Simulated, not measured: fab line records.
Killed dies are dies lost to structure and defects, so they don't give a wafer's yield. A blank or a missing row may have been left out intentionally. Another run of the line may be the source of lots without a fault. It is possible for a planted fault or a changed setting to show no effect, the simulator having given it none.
What tool caused it? || flow nand_harc || 12 lots with 36 wafers sampled at 4 steps, on a route of 1159 steps

== WHAT THE GAUGES SHOWED, per wafer ==
NHARC_A_SGD_CUT_INSPECT_25.
{"lot": "L075", "measured": "day 14 22:20", "on": "defect_inspect-02", "raw_defect_count": "269 210 324"}
{"lot": "L074", "measured": "day 14 22:25", "on": "defect_inspect-01", "raw_defect_count": "231 154 215"}
{"lot": "L079", "measured": "day 15 08:03", "on": "defect_inspect-02", "raw_defect_count": "257 283 320"}
{"lot": "L081", "measured": "day 15 08:03", "on": "defect_inspect-01", "raw_defect_count": "203 207 267"}
{"lot": "L082", "measured": "day 16 08:31", "on": "defect_inspect-02", "raw_defect_count": "285 340 267"}
{"lot": "L084", "measured": "day 16 23:30", "on": "defect_inspect-01", "raw_defect_count": "344 264 385"}
{"lot": "L086", "measured": "day 17 10:31", "on": "defect_inspect-01", "raw_defect_count": "234 326 429"}
{"lot": "L090", "measured": "day 18 10:47", "on": "defect_inspect-01", "raw_defect_count": "629 399 257"}
{"lot": "L092", "measured": "day 18 22:52", "on": "defect_inspect-01", "raw_defect_count": "241 160 180"}
{"lot": "L093", "measured": "day 18 22:52", "on": "defect_inspect-02", "raw_defect_count": "281 293 409"}
{"lot": "L096", "measured": "day 19 05:20", "on": "defect_inspect-02", "raw_defect_count": "199 273 220"}
{"lot": "L097", "measured": "day 20 03:12", "on": "defect_inspect-01", "raw_defect_count": "242 313 215"}

== EACH LOT AND THE TOOL THAT RAN IT (in order: tool; ch and the chambers of the sampled wafers; start) ==
{"lot": "L075", "NHARC_A_STAIRCASE_STRIP_476": "rie_diel-05 ch 1,2,3, day 12 17:13", "NHARC_A_STAIRCASE_ETCH_444": "rie_diel-06 ch 0,3, day 14 10:09", "NHARC_A_SGD_CUT_DEP_00": "pecvd-01 ch 0,2, day 14 15:12"}
{"lot": "L074", "NHARC_A_STAIRCASE_STRIP_476": "rie_diel-10 ch 0,1,2, day 13 01:38", "NHARC_A_STAIRCASE_ETCH_444": "rie_diel-05 ch 0,1,2, day 14 09:55", "NHARC_A_SGD_CUT_DEP_00": "pecvd-03 ch 0,1,2, day 14 14:45"}
{"lot": "L079", "NHARC_A_STAIRCASE_STRIP_476": "rie_diel-10 ch 1,2,3, day 13 06:06", "NHARC_A_STAIRCASE_ETCH_444": "rie_diel-10 ch 2,3, day 14 19:58", "NHARC_A_SGD_CUT_DEP_00": "pecvd-01 ch 0,2, day 15 01:08"}
{"lot": "L081", "NHARC_A_STAIRCASE_STRIP_476": "rie_diel-05 ch 0,2,3, day 13 10:43", "NHARC_A_STAIRCASE_ETCH_444": "rie_diel-05 ch 0,2,3, day 14 19:50", "NHARC_A_SGD_CUT_DEP_00": "pecvd-01 ch 0,1,2, day 15 00:58"}
{"lot": "L082", "NHARC_A_STAIRCASE_STRIP_476": "rie_diel-05 ch 2,3, day 14 08:11", "NHARC_A_STAIRCASE_ETCH_444": "rie_diel-06 ch 0,1,3, day 15 20:00", "NHARC_A_SGD_CUT_DEP_00": "pecvd-02 ch 0,1,2, day 16 00:53"}
{"lot": "L084", "NHARC_A_STAIRCASE_STRIP_476": "rie_diel-10 ch 1,3, day 14 12:49", "NHARC_A_STAIRCASE_ETCH_444": "rie_diel-06 ch 0,1, day 16 08:19", "NHARC_A_SGD_CUT_DEP_00": "pecvd-02 ch 0,1,2, day 16 13:35"}
{"lot": "L086", "NHARC_A_STAIRCASE_STRIP_476": "rie_diel-10 ch 1,2,3, day 15 02:48", "NHARC_A_STAIRCASE_ETCH_444": "rie_diel-10 ch 1,2,3, day 16 17:52", "NHARC_A_SGD_CUT_DEP_00": "pecvd-01 ch 0,1, day 16 23:49"}
{"lot": "L090", "NHARC_A_STAIRCASE_STRIP_476": "rie_diel-06 ch 1,2,3, day 15 19:20", "NHARC_A_STAIRCASE_ETCH_444": "rie_diel-05 ch 1,2,3, day 17 16:59", "NHARC_A_SGD_CUT_DEP_00": "pecvd-01 ch 0,1,2, day 17 21:29"}
{"lot": "L092", "NHARC_A_STAIRCASE_STRIP_476": "rie_diel-05 ch 0,2,3, day 16 17:40", "NHARC_A_STAIRCASE_ETCH_444": "rie_diel-05 ch 0,3, day 18 09:05", "NHARC_A_SGD_CUT_DEP_00": "pecvd-03 ch 0,2, day 18 14:02"}
{"lot": "L093", "NHARC_A_STAIRCASE_STRIP_476": "rie_diel-10 ch 0,2, day 16 22:28", "NHARC_A_STAIRCASE_ETCH_444": "rie_diel-10 ch 0,1, day 18 09:22", "NHARC_A_SGD_CUT_DEP_00": "pecvd-02 ch 0,2, day 18 14:35"}
{"lot": "L096", "NHARC_A_STAIRCASE_STRIP_476": "rie_diel-10 ch 0,1,3, day 17 05:46", "NHARC_A_STAIRCASE_ETCH_444": "rie_diel-10 ch 0,3, day 18 17:16", "NHARC_A_SGD_CUT_DEP_00": "pecvd-02 ch 0,1,2, day 18 22:19"}
{"lot": "L097", "NHARC_A_STAIRCASE_STRIP_476": "rie_diel-10 ch 1,3, day 18 06:49", "NHARC_A_STAIRCASE_ETCH_444": "rie_diel-05 ch 0,1,3, day 19 15:14", "NHARC_A_SGD_CUT_DEP_00": "pecvd-02 ch 0,1,2, day 19 19:55"}
- NHARC_A_STAIRCASE_STRIP_476: strips in O2, time 20 s.
- NHARC_A_STAIRCASE_ETCH_444: etches the open film in C4F8/O2, target depth 10200 nm, time 3400 s.
- NHARC_A_SGD_CUT_DEP_00: deposits SiNx, target thk 50 nm.

== THE ANSWER, worked out from the rows above alone ==
Rule: usual is defined by the lots themselves. The widest of any qualifying gaps counts: lots, ordered by their means at a reading, are off when they make up no more than a third of the lots, leave a main group of 4 or more, and stand apart from it by 3 or more times the standard deviation of that group's means. Not used: any main group whose means are identical at the precision the tables above print for the reading. Also off: a lot with no number at a reading for which 4 or more lots have one. All remaining lots with rows at the step are treated as sound.
Nothing can be told from this: no lot is off at any reading shown.

== WHAT THE SIMULATOR HAD INSERTED ==
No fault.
